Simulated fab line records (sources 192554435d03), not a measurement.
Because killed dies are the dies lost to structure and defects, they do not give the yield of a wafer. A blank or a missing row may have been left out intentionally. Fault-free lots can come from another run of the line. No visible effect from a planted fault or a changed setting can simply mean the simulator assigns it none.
fab line records    flow n5-finfet
[record] lots = 12  wafers = 36  last-day = 18
route steps=1938 shown SDB@371 TV_OPEN@1888 PASSIVATION@1931
lots that met no fault: taken from a fault-free run of the same line
start-h: hours from the record's opening day to when the first of the lot's shown wafers began    wait-h: time in hours since the lot's previous step    " unchanged from the row above    L1.1+2: one row covering several wafers at once    - no value, or no start given    * or withheld: withheld    < > ~ a bound
route shown NAME@n: a module of which the file shows steps, and the number in the route of the first    usual: mean and standard deviation over wafers with no fault    same: alike in all rows    chamber/n: place in a boat    sites: each site's reading    _std_site: how widely they spread, as a standard deviation    _edge_site: outer sites' mean less inner sites'    radius-mm: how far each site lies from the wafer's centre    mask NAME#n: copy n    behind: the tool/chamber that last shaped the wafer    hold: why the lot was held/for how many hours/how that ended    device: which transistor (n, p or np) failed to switch    end of line: at the end of the route, the tests of the same wafers    where a step has no rows: the recipe by itself    killed: dies that structure and defects cost at the first sort, which is not the same as the wafer's yield    map: a wafer's dies, marking killed ones x, the rest . and places with no die _
set.NAME: the setting as run; set.NAME@STEP: as run at that earlier step    model.NAME: the simulator's own value behind a step, which no gauge read
steps of the route over a sample of lots; a table a step, a row a wafer
services: the hour from which a tool's chamber was out of use, counted from the record's first day as start-h (under 0 if before that day), plus the number of hours and why
[[steps]]
[step N5_SDB_PRECLEAN_39]
[recipe] chemistry = O3/DIW  time-s = 45  temp-c = 22  o3-ppm = 10
[usual] o3-ppm = 9.98/0.11
lot.wafer  tool          chamber  start-h  wait-h  o3-ppm
L802.2     wet-bench-04  3        82.12    0.0     9.99
L802.3     "             6        "        "       9.93
L802.5     "             1        "        "       10.02
L803.1     wet-bench-04  6        86.55    0.0     9.97
L803.4     "             4        "        "       9.89
L803.5     "             7        "        "       10.09
L804.1     wet-bench-06  5        89.04    0.0     10.29
L804.4     "             0        "        "       10.03
L804.6     "             1        "        "       9.99
L805.4     wet-bench-03  3        98.51    0.0     9.95
L805.5     "             7        "        "       10.07
L805.6     "             2        "        "       10.19
L806.2     wet-bench-03  3        107.52   0.0     9.88
L806.3     "             0        "        "       10.09
L806.6     "             1        "        "       9.90
L808.1     wet-bench-04  6        115.75   0.0     10.03
L808.5     "             3        "        "       10.05
L808.6     "             5        "        "       10.05
L809.1     wet-bench-04  4        122.40   0.0     9.83
L809.4     "             5        "        "       10.04
L809.6     "             6        "        "       9.83
L810.2     wet-bench-04  5        127.86   0.0     9.91
L810.3     "             3        "        "       9.89
L810.5     "             0        "        "       9.86
L817.2     wet-bench-04  0        171.07   0.0     9.90
L817.3     "             5        "        "       9.95
L817.4     "             2        "        "       10.13
L819.2     wet-bench-04  4        183.83   0.0     9.99
L819.3     "             0        "        "       10.07
L819.4     "             2        "        "       10.01
L820.2     wet-bench-06  0        187.08   0.0     9.85
L820.4     "             3        "        "       9.95
L820.5     "             1        "        "       9.79
L821.1     wet-bench-06  7        195.11   0.0     10.04
L821.3     "             1        "        "       10.36
L821.6     "             5        "        "       9.95
[step N5_PASSIVATION_VIA_ETCH_13]
[recipe] chemistry = CHF3/O2  target = SiO2  target-depth-a = 6600  CHF3_flow_sccm = 50  O2_flow_sccm = 5  Ar_flow_sccm = 200  time-s = 330  mask-material = PR  pressure-mtorr = 30  source-w = 650  bias-w = 170  ion-energy-ev = 200  ends = cleared
[usual] chamber-pressure-mTorr = 29.998/0.027  drypump-motor-current-A = 5.7/0.53  etch-rf-on-time-s = 237/4.5  oes_ar_750_au = 0.78/0.075  oes-product-au = 0.71/0.069  rf-vpp-V = 524/5.2  showerhead-plenum-p-Torr = 2.39/0.068  throttle-valve-pct = 18.76/0.18
lot.wafer  tool         chamber  start-h  wait-h  chamber-pressure-mTorr  drypump-motor-current-A  etch-rf-on-time-s  oes_ar_750_au  oes-product-au  rf-hours-counter-h  rf-vpp-V  showerhead-plenum-p-Torr  throttle-valve-pct
L802.2     rie-diel-06  1        317.79   0.0     29.961                  5.2                      234                0.76           0.69            134                 527       2.32                      18.85
L802.3     "            2        "        "       30.050                  6.6                      240                0.94           0.84            15                  519       2.36                      18.70
L802.5     "            1        "        "       29.977                  5.2                      243                0.76           0.68            -                   527       2.32                      18.84
L804.1     rie-diel-05  2        331.40   0.0     30.012                  5.3                      235                0.84           0.76            71                  526       2.35                      18.75
L804.4     "            1        "        "       30.042                  6.0                      239                0.73           0.64            196                 516       2.39                      18.66
L804.6     "            0        "        "       29.986                  5.0                      238                0.73           0.66            -                   528       2.49                      18.79
L806.2     rie-diel-06  2        331.62   0.0     30.001                  6.6                      233                0.92           0.84            21                  520       2.36                      18.73
L806.3     "            3        "        "       29.978                  5.8                      238                0.76           0.68            153                 521       2.32                      19.09
L806.6     "            0        "        "       30.019                  6.2                      234                0.96           0.86            -                   516       2.37                      18.40
L805.4     rie-diel-05  1        336.32   0.0     29.982                  6.0                      237                0.73           0.64            197                 516       2.39                      18.68
L805.5     "            0        "        "       30.014                  5.1                      237                0.73           0.66            -                   529       2.49                      18.82
L805.6     "            1        "        "       29.970                  6.0                      240                0.73           0.64            -                   517       2.39                      18.67
L803.1     rie-diel-02  3        336.58   0.0     29.996                  4.7                      231                0.77           0.70            111                 526       2.32                      18.61
L803.4     "            0        "        "       30.035                  5.7                      241                0.77           0.69            139                 527       2.42                      18.58
L803.5     "            2        "        "       29.993                  6.1                      234                0.75           0.69            -                   537       2.43                      19.02
L809.1     rie-diel-06  2        351.03   0.0     29.956                  6.6                      231                0.91           0.84            27                  522       2.36                      18.75
L809.4     "            3        "        "       29.997                  5.8                      240                0.75           0.68            160                 522       2.32                      19.11
L809.6     "            0        "        "       30.036                  6.2                      232                0.94           0.85            -                   516       2.37                      18.38
L808.1     rie-diel-06  1        356.03   0.0     29.987                  5.2                      234                0.75           0.69            148                 528       2.31                      18.88
L808.5     "            0        "        "       29.999                  6.2                      231                0.93           0.84            -                   516       2.37                      18.41
L808.6     "            1        "        "       30.044                  5.2                      240                0.75           0.68            -                   526       2.31                      18.88
L810.2     rie-diel-02  1        360.94   0.0     30.019                  6.4                      232                0.80           0.73            86                  524       2.54                      18.86
L810.3     "            0        "        "       29.955                  5.8                      234                0.76           0.69            146                 526       2.42                      18.60
L810.5     "            1        "        "       29.984                  6.4                      235                0.80           0.73            -                   526       2.54                      18.86
L817.2     rie-diel-06  3        406.45   0.0     30.029                  5.8                      242                0.74           0.66            177                 522       2.31                      19.14
L817.3     "            0        "        "       29.980                  6.2                      237                0.90           0.81            30                  515       2.36                      18.43
L817.4     "            2        "        "       29.994                  6.6                      241                0.89           0.80            44                  521       2.35                      18.76
L819.2     rie-diel-05  1        406.61   0.0     30.053                  6.0                      238                0.71           0.64            214                 516       2.38                      18.71
L819.3     "            3        "        "       29.983                  5.8                      246                0.70           0.63            211                 526       2.48                      18.63
L819.4     "            2        "        "       30.019                  5.3                      241                0.82           0.74            91                  526       2.34                      18.78
L820.2     rie-diel-05  0        419.93   0.0     30.043                  5.0                      236                0.71           0.65            222                 526       2.48                      18.83
L820.4     "            3        "        "       30.017                  5.8                      242                0.71           0.63            214                 526       2.47                      18.64
L820.5     "            3        "        "       29.968                  5.8                      239                0.70           0.64            -                   527       2.48                      18.65
L821.1     rie-diel-05  2        435.69   0.0     30.011                  5.3                      240                0.81           0.73            101                 525       2.34                      18.78
L821.3     "            0        "        "       30.011                  5.0                      247                0.72           0.64            227                 527       2.48                      18.84
L821.6     "            0        "        "       29.978                  5.0                      245                0.72           0.64            -                   527       2.48                      18.83
[step N5_PASSIVATION_STRIP_48]
[recipe] chemistry = O2  power-w = 600  temp-c = 60  pressure-mtorr = 30  rf-frequency-hz = 6e+07  bias-power-w = 0  overash-fraction = 0.5  o2-flow-sccm = 225
[usual] chamber-pressure-mTorr = 30.00/0.13  drypump-motor-current-A = 5.6/0.52  oes-product-au = 0.82/0.072  rf-vpp-V = 3.9/2.5  showerhead-plenum-p-Torr = 2.14/0.077  throttle-valve-pct = 16.63/0.14
lot.wafer  tool         chamber  start-h  wait-h  chamber-pressure-mTorr  drypump-motor-current-A  oes-product-au  rf-hours-counter-h  rf-vpp-V  showerhead-plenum-p-Torr  throttle-valve-pct
L802.2     rie-diel-03  1        321.92   0.1     30.10                   6.5                      0.81            111                 4.0       2.19                      16.64
L802.3     "            3        "        "       30.17                   4.9                      0.66            251                 0         2.15                      17.00
L802.5     "            1        "        "       29.99                   6.5                      0.83            -                   5.2       2.19                      16.67
L804.1     rie-diel-04  1        336.62   0.1     30.16                   5.0                      0.78            71                  6.4       2.22                      16.44
L804.4     "            0        "        "       30.18                   5.4                      0.80            99                  11.9      2.03                      16.62
L804.6     "            2        "        "       29.96                   6.1                      0.76            -                   3.4       2.10                      16.56
L806.2     rie-diel-01  0        337.28   0.1     29.83                   5.7                      0.75            144                 3.0       2.10                      16.74
L806.3     "            1        "        "       30.01                   5.0                      0.81            90                  0.6       2.21                      16.63
L806.6     "            0        "        "       29.87                   5.8                      0.76            -                   13.0      2.10                      16.71
L805.4     rie-diel-03  0        340.97   0.0     29.96                   5.5                      0.89            -                   3.4       2.03                      16.38
L805.5     "            1        "        "       29.93                   6.5                      0.77            -                   7.5       2.19                      16.72
L805.6     "            2        "        "       29.89                   5.3                      1.01            -                   2.6       2.23                      16.40
L803.1     rie-diel-04  3        341.58   0.1     29.95                   6.1                      0.86            55                  6.9       2.21                      16.61
L803.4     "            2        "        "       29.79                   6.1                      0.76            153                 3.9       2.10                      16.55
L803.5     "            3        "        "       29.95                   6.0                      0.85            -                   1.4       2.21                      16.62
L809.1     rie-diel-01  1        354.92   0.1     30.12                   5.1                      0.80            96                  2.9       2.21                      16.61
L809.4     "            3        "        "       29.84                   6.3                      0.79            90                  0         2.04                      16.79
L809.6     "            2        "        "       29.81                   5.3                      0.83            -                   5.1       2.21                      16.62
L808.1     rie-diel-03  3        360.56   0.1     30.01                   4.8                      1.01            2                   4.6       2.15                      16.58
L808.5     "            2        "        "       30.03                   5.3                      0.96            -                   5.5       2.23                      16.39
L808.6     "            1        "        "       30.15                   6.5                      0.80            -                   0         2.19                      16.73
L810.2     rie-diel-03  2        364.91   0.1     29.89                   5.3                      0.96            14                  0.1       2.23                      16.47
L810.3     "            3        "        "       30.03                   4.8                      0.98            3                   4.3       2.15                      16.57
L810.5     "            2        "        "       30.31                   5.3                      0.95            -                   0.7       2.23                      16.38
L819.2     rie-diel-04  3        410.62   0.1     29.91                   6.0                      0.84            77                  0.4       2.20                      16.63
L819.3     "            2        "        "       29.79                   6.1                      0.75            176                 2.9       2.10                      16.69
L819.4     "            1        "        "       30.13                   5.0                      0.81            94                  2.4       2.21                      16.43
L817.2     rie-diel-03  3        410.96   0.1     30.12                   4.8                      0.97            17                  2.3       2.14                      16.56
L817.3     "            0        "        "       29.80                   5.5                      0.83            81                  4.1       2.03                      16.36
L817.4     "            1        "        "       30.05                   6.4                      0.76            144                 4.9       2.19                      16.69
L820.2     rie-diel-01  2        423.98   0.1     29.87                   5.3                      0.79            106                 5.6       2.20                      16.63
L820.4     "            0        "        "       30.09                   5.8                      0.75            176                 3.6       2.09                      16.77
L820.5     "            2        "        "       30.12                   5.4                      0.81            -                   3.0       2.20                      16.71
L821.1     rie-diel-01  2        440.06   0.1     30.04                   5.3                      0.83            112                 2.7       2.20                      16.68
L821.3     "            0        "        "       30.00                   5.7                      0.73            181                 4.0       2.08                      16.78
L821.6     "            2        "        "       29.93                   5.3                      0.81            -                   3.8       2.20                      16.61
[step N5_PASSIVATION_PROBE_49]
[usual] killed_at_M0_to_M3 = 36/11  killed_at_M4_up = 14/5.6  killed-at-contacts = 11/5.6  killed-at-front-end = 40/12  killed-at-other = 4/3.2  killed-dies = 105/17  killed-open = 69/12  killed-short = 34/8.4
[same] gross-dies = 1180  killed-at-back-side = 0
lot.wafer  tool       chamber  start-h  wait-h  killed_at_M0_to_M3  killed_at_M4_up  killed-at-contacts  killed-at-front-end  killed-at-other  killed-dies  killed-open  killed-short
L802.2     prober-02  -        324.46   0.1     34                  7                12                  29                   5                87           55           31
L802.3     prober-02  -        324.51   0.1     25                  19               21                  38                   10               113          70           36
L802.5     prober-02  -        324.61   0.2     23                  10               19                  26                   11               89           49           39
L804.1     prober-01  -        339.11   0.0     21                  6                10                  39                   1                77           46           31
L804.4     prober-01  -        339.26   0.2     32                  9                2                   47                   2                92           53           39
L804.6     prober-01  -        339.36   0.3     22                  9                6                   38                   5                80           60           20
L806.2     prober-01  -        339.82   0.1     21                  29               16                  59                   0                125          81           41
L806.3     prober-01  -        339.87   0.1     23                  15               15                  73                   1                127          77           44
L806.6     prober-01  -        340.02   0.3     35                  20               19                  59                   1                134          91           37
L805.4     prober-01  -        343.66   0.2     29                  20               8                   41                   0                98           65           27
L805.5     prober-01  -        343.71   0.3     37                  21               17                  33                   2                110          79           31
L805.6     prober-01  -        343.76   0.3     36                  10               12                  32                   3                93           67           25
L803.1     prober-01  -        345.18   0.0     25                  13               13                  39                   3                93           62           31
L803.4     prober-01  -        345.33   0.2     24                  9                7                   30                   3                73           46           26
L803.5     prober-01  -        345.38   0.2     32                  11               9                   21                   4                77           49           27
L809.1     prober-02  -        357.41   0.0     33                  11               3                   33                   1                81           51           27
L809.4     prober-02  -        357.56   0.2     32                  13               12                  33                   6                96           60           30
L809.6     prober-02  -        357.66   0.3     36                  8                16                  40                   1                101          70           31
L808.1     prober-02  -        363.07   0.0     46                  26               12                  42                   6                132          96           34
L808.5     prober-02  -        363.27   0.2     34                  23               7                   23                   5                92           64           27
L808.6     prober-02  -        363.32   0.3     50                  20               11                  55                   2                138          95           42
L810.2     prober-01  -        367.47   0.1     42                  14               8                   28                   0                92           57           34
L810.3     prober-01  -        367.52   0.1     47                  16               6                   41                   2                112          67           43
L810.5     prober-01  -        367.62   0.2     52                  9                7                   39                   4                111          61           50
L819.2     prober-02  -        413.16   0.1     37                  5                13                  182                  6                243          71           26
L819.3     prober-02  -        413.21   0.1     25                  10               16                  120                  11               182          54           35
L819.4     prober-02  -        413.26   0.2     27                  7                7                   164                  4                209          44           26
L817.2     prober-01  -        414.50   0.1     17                  12               11                  136                  2                178          63           23
L817.3     prober-01  -        414.55   0.1     54                  13               9                   166                  2                244          67           36
L817.4     prober-01  -        414.60   0.2     38                  8                10                  171                  2                229          63           33
L820.2     prober-01  -        426.52   0.1     26                  25               6                   58                   0                115          73           40
L820.4     prober-01  -        426.62   0.2     26                  20               8                   47                   1                102          68           34
L820.5     prober-01  -        426.67   0.2     39                  7                12                  75                   0                133          80           51
L821.1     prober-02  -        443.28   0.0     27                  21               20                  23                   1                92           74           18
L821.3     prober-02  -        443.38   0.1     28                  6                15                  34                   1                84           56           27
L821.6     prober-02  -        443.53   0.3     43                  22               20                  49                   9                143          97           46
// killed by level:class
L802.2 STI_FIN_REVEAL:geometric-particle:open=12 BEOL_M0_SAQP:geometric-particle:short=12 MOL_CONTACT_COAG:geometric-particle:open=10 BEOL_M2:geometric-particle:open=10 BEOL_M0_SAQP:geometric-particle:open=8 STARTING-WAFER:geometric-particle:short=6 BEOL_M8:geometric-particle:open=3 STARTING-WAFER:geometric-particle:open=3
L802.3 MOL_CONTACT_COAG:geometric-particle:open=19 BEOL_M0_SAQP:geometric-particle:short=7 BEOL_M5:geometric-particle:open=7 BEOL_M0_SAQP:geometric-particle:open=6 STI_FIN_REVEAL:geometric-particle:open=5 FIN_SAQP:geometric-particle:open=4 BEOL_M2:geometric-particle:open=4 STARTING-WAFER:geometric-particle:short=4
L802.5 MOL_CONTACT_COAG:geometric-particle:open=13 BEOL_M0_SAQP:geometric-particle:short=9 FIN_SAQP:geometric-particle:short=8 MOL_CONTACT_COAG:geometric-particle:short=6 BEOL_M2:geometric-particle:open=6 GATE_CUT:geometric-particle:short=5 BEOL_M0_SAQP:geometric-particle:open=5 BEOL_M4:geometric-particle:open=4
L804.1 FIN_SAQP:geometric-particle:short=14 BEOL_M2:geometric-particle:open=11 MOL_CONTACT_COAG:geometric-particle:open=10 GATE_CUT:geometric-particle:short=7 FIN_SAQP:geometric-particle:open=5 BEOL_M0_SAQP:geometric-particle:short=4 STARTING-WAFER:geometric-particle:open=4 STI_FIN_REVEAL:geometric-particle:open=3
L804.4 BEOL_M2:geometric-particle:open=14 FIN_SAQP:geometric-particle:open=10 FIN_SAQP:geometric-particle:short=10 STI_FIN_REVEAL:geometric-particle:open=6 BEOL_M2:geometric-particle:short=5 DUMMY_GATE:geometric-particle:open=4 GATE_CUT:geometric-particle:short=4 STARTING-WAFER:geometric-particle:short=4
L804.6 BEOL_M2:geometric-particle:open=8 FIN_SAQP:geometric-particle:open=7 STI_FIN_REVEAL:geometric-particle:open=7 GATE_CUT:geometric-particle:short=7 MOL_CONTACT_COAG:geometric-particle:open=6 BEOL_M1:geometric-particle:open=6 FIN_SAQP:geometric-particle:short=3 DUMMY_GATE:geometric-particle:open=3
L806.2 BEOL_M4:geometric-particle:open=21 FIN_SAQP:geometric-particle:short=15 MOL_CONTACT_COAG:geometric-particle:open=15 STI_FIN_REVEAL:geometric-particle:open=10 FIN_SAQP:geometric-particle:open=7 DUMMY_GATE:geometric-particle:open=7 BEOL_M0_SAQP:geometric-particle:short=6 BEOL_M2:geometric-particle:open=6
L806.3 STI_FIN_REVEAL:geometric-particle:open=13 FIN_SAQP:geometric-particle:open=11 MOL_CONTACT_COAG:geometric-particle:open=11 FIN_SAQP:geometric-particle:short=10 DUMMY_GATE:geometric-particle:open=9 GATE_CUT:geometric-particle:short=8 BEOL_M0_SAQP:geometric-particle:short=7 BEOL_M4:geometric-particle:open=5
L806.6 STI_FIN_REVEAL:geometric-particle:open=16 MOL_CONTACT_COAG:geometric-particle:open=15 GATE_CUT:geometric-particle:short=9 BEOL_M3:geometric-particle:open=8 BEOL_M4:geometric-particle:open=8 FIN_SAQP:geometric-particle:open=6 BEOL_M0_SAQP:geometric-particle:open=6 BEOL_M1:geometric-particle:open=6
L805.4 FIN_SAQP:geometric-particle:open=10 STI_FIN_REVEAL:geometric-particle:open=8 MOL_CONTACT_COAG:geometric-particle:open=8 BEOL_M0_SAQP:geometric-particle:open=8 BEOL_M4:geometric-particle:open=8 BEOL_M0_SAQP:geometric-particle:short=7 STARTING-WAFER:geometric-particle:short=6 HKMG_FIN:area-etch=6
L805.5 MOL_CONTACT_COAG:geometric-particle:open=14 BEOL_M1:geometric-particle:open=10 FIN_SAQP:geometric-particle:open=10 FIN_SAQP:geometric-particle:short=10 BEOL_M3:geometric-particle:open=10 BEOL_M0_SAQP:geometric-particle:open=7 BEOL_M0_SAQP:geometric-particle:short=6 BEOL_M4:geometric-particle:short=6
L805.6 FIN_SAQP:geometric-particle:open=12 MOL_CONTACT_COAG:geometric-particle:open=9 BEOL_M3:geometric-particle:open=8 BEOL_M1:geometric-particle:open=6 BEOL_M2:geometric-particle:open=6 BEOL_M0_SAQP:geometric-particle:short=5 DUMMY_GATE:geometric-particle:open=4 STARTING-WAFER:geometric-particle:open=4
L803.1 FIN_SAQP:geometric-particle:short=13 MOL_CONTACT_COAG:geometric-particle:open=12 BEOL_M0_SAQP:geometric-particle:open=8 STARTING-WAFER:geometric-particle:open=6 FIN_SAQP:geometric-particle:open=5 BEOL_M3:geometric-particle:open=5 BEOL_M2:geometric-particle:open=5 BEOL_M4:geometric-particle:open=5
L803.4 FIN_SAQP:geometric-particle:open=9 STI_FIN_REVEAL:geometric-particle:open=7 MOL_CONTACT_COAG:geometric-particle:open=7 BEOL_M0_SAQP:geometric-particle:short=5 FIN_SAQP:geometric-particle:short=4 GATE_CUT:geometric-particle:short=4 BEOL_M0_SAQP:geometric-particle:open=4 BEOL_M1:geometric-particle:open=4
L803.5 BEOL_M2:geometric-particle:open=10 MOL_CONTACT_COAG:geometric-particle:open=9 BEOL_M0_SAQP:geometric-particle:open=8 BEOL_M0_SAQP:geometric-particle:short=7 BEOL_M4:geometric-particle:open=6 FIN_SAQP:geometric-particle:short=4 FIN_SAQP:geometric-particle:open=3 BEOL_M3:geometric-particle:open=3
L809.1 BEOL_M0_SAQP:geometric-particle:open=10 FIN_SAQP:geometric-particle:open=7 BEOL_M0_SAQP:geometric-particle:short=7 FIN_SAQP:geometric-particle:short=6 BEOL_M2:geometric-particle:open=5 BEOL_M3:geometric-particle:open=5 STI_FIN_REVEAL:geometric-particle:open=4 BEOL_M4:geometric-particle:open=4
L809.4 BEOL_M0_SAQP:geometric-particle:short=9 BEOL_M3:geometric-particle:open=9 MOL_CONTACT_COAG:geometric-particle:open=8 DUMMY_GATE:geometric-particle:open=7 FIN_SAQP:geometric-particle:open=6 BEOL_M0_SAQP:geometric-particle:open=5 BEOL_M4:geometric-particle:open=5 MOL_CONTACT_COAG:geometric-particle:short=4
L809.6 FIN_SAQP:geometric-particle:short=14 MOL_CONTACT_COAG:geometric-particle:open=14 BEOL_M1:geometric-particle:open=10 STI_FIN_REVEAL:geometric-particle:open=9 FIN_SAQP:geometric-particle:open=7 BEOL_M0_SAQP:geometric-particle:open=7 BEOL_M3:geometric-particle:open=7 BEOL_M5:geometric-particle:open=4
L808.1 BEOL_M4:geometric-particle:open=15 BEOL_M0_SAQP:geometric-particle:open=12 MOL_CONTACT_COAG:geometric-particle:open=11 FIN_SAQP:geometric-particle:open=10 STI_FIN_REVEAL:geometric-particle:open=10 BEOL_M0_SAQP:geometric-particle:short=9 BEOL_M1:geometric-particle:open=8 BEOL_M3:geometric-particle:open=7
L808.5 BEOL_M4:geometric-particle:open=13 BEOL_M2:geometric-particle:open=8 MOL_CONTACT_COAG:geometric-particle:open=7 BEOL_M0_SAQP:geometric-particle:short=7 BEOL_M0_SAQP:geometric-particle:open=7 BEOL_M1:geometric-particle:open=7 FIN_SAQP:geometric-particle:open=5 FIN_SAQP:geometric-particle:short=3
L808.6 STI_FIN_REVEAL:geometric-particle:open=23 FIN_SAQP:geometric-particle:open=13 BEOL_M0_SAQP:geometric-particle:short=13 MOL_CONTACT_COAG:geometric-particle:open=9 BEOL_M4:geometric-particle:open=9 BEOL_M0_SAQP:geometric-particle:open=8 BEOL_M1:geometric-particle:open=6 BEOL_M3:geometric-particle:open=6
L810.2 BEOL_M0_SAQP:geometric-particle:short=11 BEOL_M3:geometric-particle:open=10 FIN_SAQP:geometric-particle:short=7 MOL_CONTACT_COAG:geometric-particle:open=7 BEOL_M2:geometric-particle:open=6 BEOL_M4:geometric-particle:open=6 BEOL_M0_SAQP:geometric-particle:open=5 FIN_SAQP:geometric-particle:open=4
L810.3 BEOL_M3:geometric-particle:open=17 FIN_SAQP:geometric-particle:short=16 FIN_SAQP:geometric-particle:open=10 BEOL_M0_SAQP:geometric-particle:short=8 BEOL_M4:geometric-particle:open=7 BEOL_M0_SAQP:geometric-particle:open=6 MOL_CONTACT_COAG:geometric-particle:open=4 BEOL_M3:geometric-particle:short=4
L810.5 BEOL_M0_SAQP:geometric-particle:short=14 FIN_SAQP:geometric-particle:open=12 FIN_SAQP:geometric-particle:short=12 BEOL_M0_SAQP:geometric-particle:open=9 BEOL_M1:geometric-particle:open=9 MOL_CONTACT_COAG:geometric-particle:open=5 BEOL_M2:geometric-particle:short=5 BEOL_M3:geometric-particle:open=5
L819.2 SDB:unspecified=140 STI_FIN_REVEAL:geometric-particle:open=12 MOL_CONTACT_COAG:geometric-particle:open=11 BEOL_M1:geometric-particle:open=10 BEOL_M0_SAQP:geometric-particle:short=9 BEOL_M0_SAQP:geometric-particle:open=7 GATE_CUT:geometric-particle:open=5 DUMMY_GATE:geometric-particle:open=5
L819.3 SDB:unspecified=90 MOL_CONTACT_COAG:geometric-particle:open=11 FIN_SAQP:geometric-particle:open=6 GATE_CUT:geometric-particle:short=6 BEOL_M0_SAQP:geometric-particle:open=6 BEOL_M0_SAQP:geometric-particle:short=5 MIM_TOP:geometric-particle:short=5 MOL_CONTACT_COAG:geometric-particle:short=4
L819.4 SDB:unspecified=138 BEOL_M1:geometric-particle:open=8 FIN_SAQP:geometric-particle:open=6 BEOL_M0_SAQP:geometric-particle:short=6 GATE_CUT:geometric-particle:open=4 MOL_CONTACT_COAG:geometric-particle:open=4 BEOL_M0_SAQP:geometric-particle:open=4 MOL_CONTACT_COAG:geometric-particle:short=3
L817.2 SDB:unspecified=85 STI_FIN_REVEAL:geometric-particle:open=16 MOL_CONTACT_COAG:geometric-particle:open=8 FIN_SAQP:geometric-particle:open=5 STARTING-WAFER:geometric-particle:open=5 DUMMY_GATE:geometric-particle:open=5 BEOL_M2:geometric-particle:open=5 BEOL_M4:geometric-particle:open=5
L817.3 SDB:unspecified=138 BEOL_M0_SAQP:geometric-particle:short=14 BEOL_M0_SAQP:geometric-particle:open=13 BEOL_M2:geometric-particle:open=12 MOL_CONTACT_COAG:geometric-particle:open=8 STARTING-WAFER:geometric-particle:short=7 FIN_SAQP:geometric-particle:open=6 FIN_SAQP:geometric-particle:short=5
L817.4 SDB:unspecified=133 BEOL_M0_SAQP:geometric-particle:short=13 DUMMY_GATE:geometric-particle:open=11 FIN_SAQP:geometric-particle:open=8 STI_FIN_REVEAL:geometric-particle:open=8 BEOL_M0_SAQP:geometric-particle:open=8 MOL_CONTACT_COAG:geometric-particle:open=6 BEOL_M1:geometric-particle:open=6
L820.2 STI_FIN_REVEAL:geometric-particle:open=16 FIN_SAQP:geometric-particle:short=13 BEOL_M4:geometric-particle:open=9 BEOL_M2:geometric-particle:open=8 BEOL_M1:geometric-particle:open=7 FIN_SAQP:geometric-particle:open=6 GATE_CUT:geometric-particle:short=5 MOL_CONTACT_COAG:geometric-particle:open=5
L820.4 FIN_SAQP:geometric-particle:open=10 FIN_SAQP:geometric-particle:short=9 BEOL_M1:geometric-particle:open=9 BEOL_M3:geometric-particle:open=8 GATE_CUT:geometric-particle:short=7 BEOL_M4:geometric-particle:open=6 MOL_CONTACT_COAG:geometric-particle:open=6 DUMMY_GATE:geometric-particle:short=5
L820.5 FIN_SAQP:geometric-particle:open=27 FIN_SAQP:geometric-particle:short=15 BEOL_M2:geometric-particle:open=12 BEOL_M1:geometric-particle:open=7 GATE_CUT:geometric-particle:short=6 MOL_CONTACT_COAG:geometric-particle:short=6 MOL_CONTACT_COAG:geometric-particle:open=6 GATE_CUT:geometric-particle:open=5
L821.1 MOL_CONTACT_COAG:geometric-particle:open=18 BEOL_M4:geometric-particle:open=17 BEOL_M2:geometric-particle:open=12 DUMMY_GATE:geometric-particle:open=7 FIN_SAQP:geometric-particle:short=6 BEOL_M0:geometric-particle:open=4 FIN_SAQP:geometric-particle:open=3 BEOL_M3:geometric-particle:open=3
L821.3 MOL_CONTACT_COAG:geometric-particle:open=12 BEOL_M2:geometric-particle:open=9 STI_FIN_REVEAL:geometric-particle:open=7 BEOL_M0_SAQP:geometric-particle:open=6 STARTING-WAFER:geometric-particle:short=5 FIN_SAQP:geometric-particle:short=4 DUMMY_GATE:geometric-particle:open=4 FIN_SAQP:geometric-particle:open=3
L821.6 BEOL_M4:geometric-particle:open=17 MOL_CONTACT_COAG:geometric-particle:open=16 BEOL_M2:geometric-particle:open=13 STI_FIN_REVEAL:geometric-particle:open=11 FIN_SAQP:geometric-particle:short=10 DUMMY_GATE:geometric-particle:open=8 BEOL_M2:geometric-particle:short=8 GATE_CUT:geometric-particle:short=7
[[services]]
tool          chamber  start-h  hours  kind
rie-diel-02   0        96.26    6.7    repair
rie-diel-02   -        97.17    0.2    repair
rie-diel-04   3        103.26   4.3    repair
rie-diel-02   -        112.60   2.8    pm
wet-bench-06  -        115.37   2.7    repair
rie-diel-06   2        128.81   12.8   repair
rie-diel-01   -        129.43   10.9   repair
rie-diel-04   3        138.33   9.4    repair
rie-diel-06   -        143.51   0.7    repair
rie-diel-01   2        143.52   8.2    repair
wet-bench-04  -        218.60   2.1    repair
wet-bench-04  -        242.27   1.9    pm
rie-diel-01   0        264.71   3.7    repair
rie-diel-05   1        268.62   5.2    repair
rie-diel-04   1        294.03   23.1   repair
rie-diel-05   0        295.90   7.5    repair
rie-diel-05   -        311.94   4.3    pm
rie-diel-06   0        313.92   13.7   repair
rie-diel-05   -        332.69   0.7    repair
rie-diel-03   -        353.27   4.3    pm
wet-bench-06  -        356.69   3.2    repair
rie-diel-06   0        386.48   5.5    repair
rie-diel-05   3        426.73   15.0   repair
rie-diel-06   0        436.56   4.0    repair
[[key]]
[first-sign] step = N5_PASSIVATION_PROBE_49  reading = killed-at-front-end  direction = up  sigmas = 9.7  usual = 40  struck = 156
[effect] step = N5_PASSIVATION_PROBE_49  reading = killed-dies  direction = up  sigmas = 6.3  usual = 105  struck = 214
[more-kills-born-at] N5_SDB_PRECLEAN_39@wet-bench-04 = 724
met-at N5_SDB_PRECLEAN_39
struck-lots L817,L819
tester-left-out L817,L819
not-acting-at N5_PASSIVATION_VIA_ETCH_13,N5_PASSIVATION_STRIP_48
onset-between 127.86 171.07
[fault] kind = chamber-particle-source  tool = wet-bench-04  chamber = -  onset-h = 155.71  steps = N5_SDB_PRECLEAN_39  rate-per-visit-cm2 = 1.1443  end-h = 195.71
// tester-left-out: of these lots the tester's yield and bins aren't shown, on N5 and GAA mostly nor the transistor test; their killed dies are dies lost to structure and defects alone, not to doping, threshold or leakage, so they don't give the yield
